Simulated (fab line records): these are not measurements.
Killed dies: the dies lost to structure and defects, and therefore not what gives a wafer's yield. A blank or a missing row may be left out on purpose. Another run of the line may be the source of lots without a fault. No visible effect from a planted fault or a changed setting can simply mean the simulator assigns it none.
Which tool was responsible? :: flow nandHarc :: 15 lots with 45 wafers sampled at 4 steps, on a route of 1302 steps

== WHAT THE GAUGES READ, wafer by wafer ==
No reading from a measuring or inspecting step in the record can be judged against a usual standard deviation.

== WHAT TOOL EACH LOT RAN ON (gives the tool, then ch and the chambers of the sampled wafers, and finally the start) ==
lot: L590
NHARC_A_STAIRCASE_ETCH_453: rieDiel-08 ch 0,1, day 18 13:42 or earlier
NHARC_A_STAIRCASE_ANNEAL_326: furnace-07 ch 0, day 18 13:42
NHARC_A_STAIRCASE_CMP_450: cmp-04 ch 2,3, day 18 23:05
NHARC_A_STAIRCASE_CMP_152: cmp-04 ch 2,3, day 18 23:10

lot: L591
NHARC_A_STAIRCASE_ETCH_453: rieDiel-07 ch 1,3, day 19 02:22 or earlier
NHARC_A_STAIRCASE_ANNEAL_326: furnace-07 ch 0, day 19 02:22
NHARC_A_STAIRCASE_CMP_450: cmp-01 ch 2,3, day 19 11:49
NHARC_A_STAIRCASE_CMP_152: cmp-01 ch 2,3, day 19 11:53

lot: L593
NHARC_A_STAIRCASE_ETCH_453: rieDiel-07 ch 0,2,3, day 19 13:09 or earlier
NHARC_A_STAIRCASE_ANNEAL_326: furnace-01 ch 0, day 19 13:09
NHARC_A_STAIRCASE_CMP_450: cmp-01 ch 1,2,3, day 19 22:28
NHARC_A_STAIRCASE_CMP_152: cmp-01 ch 1,2,3, day 19 22:32

lot: L594
NHARC_A_STAIRCASE_ETCH_453: rieDiel-07 ch 0,3, day 20 02:37 or earlier
NHARC_A_STAIRCASE_ANNEAL_326: furnace-06 ch 0, day 20 02:37
NHARC_A_STAIRCASE_CMP_450: cmp-02 ch 0,3, day 20 12:50
NHARC_A_STAIRCASE_CMP_152: cmp-02 ch 0,3, day 20 12:55

lot: L596
NHARC_A_STAIRCASE_ETCH_453: rieDiel-07 ch 0,3, day 20 15:29 or earlier
NHARC_A_STAIRCASE_ANNEAL_326: furnace-07 ch 0, day 20 15:29
NHARC_A_STAIRCASE_CMP_450: cmp-02 ch 0,2,3, day 21 00:50
NHARC_A_STAIRCASE_CMP_152: cmp-02 ch 0,2,3, day 21 00:55

lot: L597
NHARC_A_STAIRCASE_ETCH_453: rieDiel-04 ch 0,1,3, day 21 09:20 or earlier
NHARC_A_STAIRCASE_ANNEAL_326: furnace-01 ch 0, day 21 09:20
NHARC_A_STAIRCASE_CMP_450: cmp-01 ch 0,1,3, day 21 18:53
NHARC_A_STAIRCASE_CMP_152: cmp-01 ch 0,1,3, day 21 18:58

lot: L598
NHARC_A_STAIRCASE_ETCH_453: rieDiel-04 ch 0,1,2, day 22 06:10 or earlier
NHARC_A_STAIRCASE_ANNEAL_326: furnace-06 ch 0, day 22 06:10
NHARC_A_STAIRCASE_CMP_450: cmp-01 ch 0,1,2, day 22 15:32
NHARC_A_STAIRCASE_CMP_152: cmp-01 ch 0,1,2, day 22 15:37

lot: L599
NHARC_A_STAIRCASE_ETCH_453: rieDiel-08 ch 0,1,3, day 22 11:01 or earlier
NHARC_A_STAIRCASE_ANNEAL_326: furnace-01 ch 0, day 22 11:01
NHARC_A_STAIRCASE_CMP_450: cmp-01 ch 0,2,3, day 22 21:53
NHARC_A_STAIRCASE_CMP_152: cmp-01 ch 0,2,3, day 22 21:58

lot: L603
NHARC_A_STAIRCASE_ETCH_453: rieDiel-04 ch 1,2,3, day 24 02:57 or earlier
NHARC_A_STAIRCASE_ANNEAL_326: furnace-06, day 24 02:57
NHARC_A_STAIRCASE_CMP_450: cmp-02 ch 0,3, day 24 12:19
NHARC_A_STAIRCASE_CMP_152: cmp-02 ch 0,3, day 24 12:23

lot: L605
NHARC_A_STAIRCASE_ETCH_453: rieDiel-04 ch 1,3, day 24 02:57 or earlier
NHARC_A_STAIRCASE_ANNEAL_326: furnace-06, day 24 02:57
NHARC_A_STAIRCASE_CMP_450: cmp-04 ch 0,1,3, day 24 12:36
NHARC_A_STAIRCASE_CMP_152: cmp-04 ch 0,1,3, day 24 12:40

lot: L604
NHARC_A_STAIRCASE_ETCH_453: rieDiel-08 ch 0,1, day 24 02:57 or earlier
NHARC_A_STAIRCASE_ANNEAL_326: furnace-06, day 24 02:57
NHARC_A_STAIRCASE_CMP_450: cmp-01 ch 0,3, day 24 12:22
NHARC_A_STAIRCASE_CMP_152: cmp-01 ch 0,3, day 24 12:26

lot: L607
NHARC_A_STAIRCASE_ETCH_453: rieDiel-07 ch 0,1,3, day 25 09:01 or earlier
NHARC_A_STAIRCASE_ANNEAL_326: furnace-07 ch 0, day 25 09:01
NHARC_A_STAIRCASE_CMP_450: cmp-01 ch 1,2, day 25 18:23
NHARC_A_STAIRCASE_CMP_152: cmp-01 ch 1,2, day 25 18:27

lot: L612
NHARC_A_STAIRCASE_ETCH_453: rieDiel-04 ch 0,1, day 27 08:42 or earlier
NHARC_A_STAIRCASE_ANNEAL_326: furnace-01 ch 0, day 27 08:42
NHARC_A_STAIRCASE_CMP_450: cmp-01 ch 0,1,3, day 27 17:58
NHARC_A_STAIRCASE_CMP_152: cmp-01 ch 0,1,3, day 27 18:02

lot: L611
NHARC_A_STAIRCASE_ETCH_453: rieDiel-04 ch 0,2, day 27 08:42 or earlier
NHARC_A_STAIRCASE_ANNEAL_326: furnace-01 ch 0, day 27 08:42
NHARC_A_STAIRCASE_CMP_450: cmp-04 ch 0,1,2, day 27 18:13
NHARC_A_STAIRCASE_CMP_152: cmp-04 ch 0,1,2, day 27 18:17

lot: L613
NHARC_A_STAIRCASE_ETCH_453: rieDiel-04 ch 0,2,3, day 28 01:10 or earlier
NHARC_A_STAIRCASE_ANNEAL_326: furnace-07 ch 0, day 28 01:10
NHARC_A_STAIRCASE_CMP_450: cmp-04 ch 1,3, day 28 10:44
NHARC_A_STAIRCASE_CMP_152: cmp-04 ch 1,3, day 28 10:48
- NHARC_A_STAIRCASE_ETCH_453: etches the open film in CF4/O2, target depth 30 nm, overetch 3 nm, time 16.5 s.
- NHARC_A_STAIRCASE_ANNEAL_326: time 1800 s.
- NHARC_A_STAIRCASE_CMP_450: polishes SiO2, target thk 200 nm.
- NHARC_A_STAIRCASE_CMP_152: polishes.

== WHAT THE TOOLS THEMSELVES READ (means of the sampled wafers that have a number; where no wafer has one, the mark that the record gives instead) ==
NHARC_A_STAIRCASE_ETCH_453. Usual: biasW 100.01 W, standard deviation 0.29; drypumpMotorCurrentA 5.6 A, standard deviation 0.36; oesProductAu 0.999 a.u., standard deviation 0.008; rfVppV 198.1 V, standard deviation 1.4; showerheadPlenumPTorr 1.35 Torr, standard deviation 0.054; throttleValvePct 13.397 %, standard deviation 0.0095.
lot: L590
tool: rieDiel-08
biasW (W): 100.46
drypumpMotorCurrentA (A): 5.8
oesProductAu (a.u.): 0.996
rfVppV (V): 200.2
showerheadPlenumPTorr (Torr): 1.44
throttleValvePct (%): 13.400
flag: 

lot: L591
tool: rieDiel-07
biasW (W): 100.07
drypumpMotorCurrentA (A): 5.7
oesProductAu (a.u.): 0.996
rfVppV (V): 197.3
showerheadPlenumPTorr (Torr): 1.33
throttleValvePct (%): 13.401
flag: 

lot: L593
tool: rieDiel-07
biasW (W): 100.07
drypumpMotorCurrentA (A): 5.8
oesProductAu (a.u.): 0.997
rfVppV (V): 198.4
showerheadPlenumPTorr (Torr): 1.36
throttleValvePct (%): 13.391
flag: 

lot: L594
tool: rieDiel-07
biasW (W): 99.89
drypumpMotorCurrentA (A): 5.9
oesProductAu (a.u.): 1.002
rfVppV (V): 198.9
showerheadPlenumPTorr (Torr): 1.38
throttleValvePct (%): 13.393
flag: 

lot: L596
tool: rieDiel-07
biasW (W): 99.95
drypumpMotorCurrentA (A): 5.9
oesProductAu (a.u.): 1.003
rfVppV (V): 197.8
showerheadPlenumPTorr (Torr): 1.37
throttleValvePct (%): 13.394
flag: 

lot: L597
tool: rieDiel-04
biasW (W): 99.79
drypumpMotorCurrentA (A): 5.3
oesProductAu (a.u.): 1.000
rfVppV (V): 198.1
showerheadPlenumPTorr (Torr): 1.32
throttleValvePct (%): 13.387
flag: 

lot: L598
tool: rieDiel-04
biasW (W): 100.03
drypumpMotorCurrentA (A): 5.5
oesProductAu (a.u.): 0.998
rfVppV (V): 197.7
showerheadPlenumPTorr (Torr): 1.34
throttleValvePct (%): 13.394
flag: 

lot: L599
tool: rieDiel-08
biasW (W): 100.01
drypumpMotorCurrentA (A): 5.7
oesProductAu (a.u.): 1.002
rfVppV (V): 199.4
showerheadPlenumPTorr (Torr): 1.38
throttleValvePct (%): 13.385
flag: 

lot: L603
tool: rieDiel-04
biasW (W): 100.00
drypumpMotorCurrentA (A): 5.3
oesProductAu (a.u.): 1.006
rfVppV (V): 198.5
showerheadPlenumPTorr (Torr): 1.35
throttleValvePct (%): 13.404
flag: 

lot: L605
tool: rieDiel-04
biasW (W): 99.99
drypumpMotorCurrentA (A): 5.0
oesProductAu (a.u.): 1.007
rfVppV (V): 196.6
showerheadPlenumPTorr (Torr): 1.30
throttleValvePct (%): 13.404
flag: 

lot: L604
tool: rieDiel-08
biasW (W): 99.87
drypumpMotorCurrentA (A): 5.5
oesProductAu (a.u.): 0.991
rfVppV (V): 199.3
showerheadPlenumPTorr (Torr): 1.42
throttleValvePct (%): 13.399
flag: 

lot: L607
tool: rieDiel-07
biasW (W): 100.22
drypumpMotorCurrentA (A): 5.8
oesProductAu (a.u.): 0.998
rfVppV (V): 198.0
showerheadPlenumPTorr (Torr): 1.34
throttleValvePct (%): 13.396
flag: 

lot: L612
tool: rieDiel-04
biasW (W): 100.03
drypumpMotorCurrentA (A): 5.1
oesProductAu (a.u.): 1.004
rfVppV (V): 196.7
showerheadPlenumPTorr (Torr): 1.28
throttleValvePct (%): 13.394
flag: 

lot: L611
tool: rieDiel-04
biasW (W): 99.94
drypumpMotorCurrentA (A): 5.8
oesProductAu (a.u.): 0.996
rfVppV (V): 197.9
showerheadPlenumPTorr (Torr): 1.35
throttleValvePct (%): 13.395
flag: 

lot: L613
tool: rieDiel-04
biasW (W): 100.34
drypumpMotorCurrentA (A): 5.6
oesProductAu (a.u.): 0.996
rfVppV (V): 197.7
showerheadPlenumPTorr (Torr): 1.36
throttleValvePct (%): 13.401
flag: 

NHARC_A_STAIRCASE_ANNEAL_326. Usual: runLengthS 1826 s, standard deviation 7.3; spikeTcBottomC 770.5 C, standard deviation 1.3.
lot: L590
tool: furnace-07
runLengthS (s): 1825
spikeTcBottomC (C): 768.8
flag: 

lot: L591
tool: furnace-07
runLengthS (s): 1824
spikeTcBottomC (C): 769.4
flag: 

lot: L593
tool: furnace-01
runLengthS (s): 1830
spikeTcBottomC (C): 771.4
flag: 

lot: L594
tool: furnace-06
runLengthS (s): 1814
spikeTcBottomC (C): 770.4
flag: 

lot: L596
tool: furnace-07
runLengthS (s): 1823
spikeTcBottomC (C): 770.5
flag: 

lot: L597
tool: furnace-01
runLengthS (s): 1827
spikeTcBottomC (C): 772.0
flag: 

lot: L598
tool: furnace-06
runLengthS (s): 1812
spikeTcBottomC (C): 770.4
flag: 

lot: L599
tool: furnace-01
runLengthS (s): 1822
spikeTcBottomC (C): 770.7
flag: 

lot: L603
tool: furnace-06
runLengthS (s): -
spikeTcBottomC (C): -
flag: OFF

lot: L605
tool: furnace-06
runLengthS (s): -
spikeTcBottomC (C): -
flag: OFF

lot: L604
tool: furnace-06
runLengthS (s): -
spikeTcBottomC (C): -
flag: OFF

lot: L607
tool: furnace-07
runLengthS (s): 1825
spikeTcBottomC (C): 769.1
flag: 

lot: L612
tool: furnace-01
runLengthS (s): 1822
spikeTcBottomC (C): 771.4
flag: 

lot: L611
tool: furnace-01
runLengthS (s): 1833
spikeTcBottomC (C): 770.9
flag: 

lot: L613
tool: furnace-07
runLengthS (s): 1834
spikeTcBottomC (C): 768.8
flag: 

NHARC_A_STAIRCASE_CMP_450. Usual: motorCurrentA 12.1 A, standard deviation 0.83; slurryFlowMlMin 150.0, standard deviation 0.49.
lot: L590
tool: cmp-04
motorCurrentA (A): 11.5
slurryFlowMlMin: 149.7
flag: 

lot: L591
tool: cmp-01
motorCurrentA (A): 11.3
slurryFlowMlMin: 149.5
flag: 

lot: L593
tool: cmp-01
motorCurrentA (A): 11.7
slurryFlowMlMin: 150.2
flag: 

lot: L594
tool: cmp-02
motorCurrentA (A): 12.8
slurryFlowMlMin: 150.2
flag: 

lot: L596
tool: cmp-02
motorCurrentA (A): 12.2
slurryFlowMlMin: 149.7
flag: 

lot: L597
tool: cmp-01
motorCurrentA (A): 12.1
slurryFlowMlMin: 149.9
flag: 

lot: L598
tool: cmp-01
motorCurrentA (A): 12.8
slurryFlowMlMin: 150.1
flag: 

lot: L599
tool: cmp-01
motorCurrentA (A): 11.6
slurryFlowMlMin: 150.0
flag: 

lot: L603
tool: cmp-02
motorCurrentA (A): 12.4
slurryFlowMlMin: 150.0
flag: 

lot: L605
tool: cmp-04
motorCurrentA (A): 12.2
slurryFlowMlMin: 150.0
flag: 

lot: L604
tool: cmp-01
motorCurrentA (A): 11.6
slurryFlowMlMin: 150.2
flag: 

lot: L607
tool: cmp-01
motorCurrentA (A): 12.6
slurryFlowMlMin: 150.1
flag: 

lot: L612
tool: cmp-01
motorCurrentA (A): 12.2
slurryFlowMlMin: 150.3
flag: 

lot: L611
tool: cmp-04
motorCurrentA (A): 11.3
slurryFlowMlMin: 149.7
flag: 

lot: L613
tool: cmp-04
motorCurrentA (A): 12.2
slurryFlowMlMin: 150.5
flag: 

NHARC_A_STAIRCASE_CMP_152. Usual: motorCurrentA 12.1 A, standard deviation 0.85; slurryFlowMlMin 150.0, standard deviation 0.43.
lot: L590
tool: cmp-04
motorCurrentA (A): 11.5
slurryFlowMlMin: 149.8
flag: 

lot: L591
tool: cmp-01
motorCurrentA (A): 11.5
slurryFlowMlMin: 149.6
flag: 

lot: L593
tool: cmp-01
motorCurrentA (A): 12.1
slurryFlowMlMin: 150.3
flag: 

lot: L594
tool: cmp-02
motorCurrentA (A): 13.1
slurryFlowMlMin: 149.9
flag: 

lot: L596
tool: cmp-02
motorCurrentA (A): 12.5
slurryFlowMlMin: 149.5
flag: 

lot: L597
tool: cmp-01
motorCurrentA (A): 12.1
slurryFlowMlMin: 150.1
flag: 

lot: L598
tool: cmp-01
motorCurrentA (A): 12.8
slurryFlowMlMin: 150.4
flag: 

lot: L599
tool: cmp-01
motorCurrentA (A): 11.6
slurryFlowMlMin: 149.7
flag: 

lot: L603
tool: cmp-02
motorCurrentA (A): 12.3
slurryFlowMlMin: 150.0
flag: 

lot: L605
tool: cmp-04
motorCurrentA (A): 12.0
slurryFlowMlMin: 150.2
flag: 

lot: L604
tool: cmp-01
motorCurrentA (A): 11.2
slurryFlowMlMin: 150.2
flag: 

lot: L607
tool: cmp-01
motorCurrentA (A): 12.7
slurryFlowMlMin: 150.9
flag: 

lot: L612
tool: cmp-01
motorCurrentA (A): 11.9
slurryFlowMlMin: 150.0
flag: 

lot: L611
tool: cmp-04
motorCurrentA (A): 11.3
slurryFlowMlMin: 150.0
flag: 

lot: L613
tool: cmp-04
motorCurrentA (A): 12.6
slurryFlowMlMin: 150.2
flag: 

== THE ANSWER, worked out from the rows above alone ==
Rule: a lot counts as off when the mean over its wafers that have a number is more than 3 standard deviations away from the usual mean. Also off: a lot with no number at a reading for which 4 or more lots have one. Any other lot the step has rows for is counted as sound. Order of review: gauges by route order, followed by the tools' own readings, for which a lot's mean as printed above is used. At the first step where some lot is off, the reading lying furthest off is the one used; lots without a number count as furthest.
Off at NHARC_A_STAIRCASE_ANNEAL_326 (runLengthS): L603, L605, L604. Without a number there: L603, L605, L604.
A tool fits if, at that step or a process step before it, it ran every lot that is off, and no sound lot after the first of them. NHARC_A_STAIRCASE_ETCH_453 gives no start for some lots, so the hours and the order of its lots are those of NHARC_A_STAIRCASE_ANNEAL_326. One fits: NHARC_A_STAIRCASE_ANNEAL_326 on furnace-06. Its last sound lot is L598 (day 22 06:10), its first lot that is off L603 (day 24 02:57): a fault that began between those two fits.
Blank at NHARC_A_STAIRCASE_ANNEAL_326 on the lots that are off, where sound lots have numbers: runLengthS, spikeTcBottomC.

== WHAT WAS PUT IN BY THE SIMULATOR ==
Whole step skipped at NHARC_A_STAIRCASE_ANNEAL_326 on furnace-06, starting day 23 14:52. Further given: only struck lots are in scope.
Lots struck among those shown: L603, L605, L604. The rule above reached the same finding.
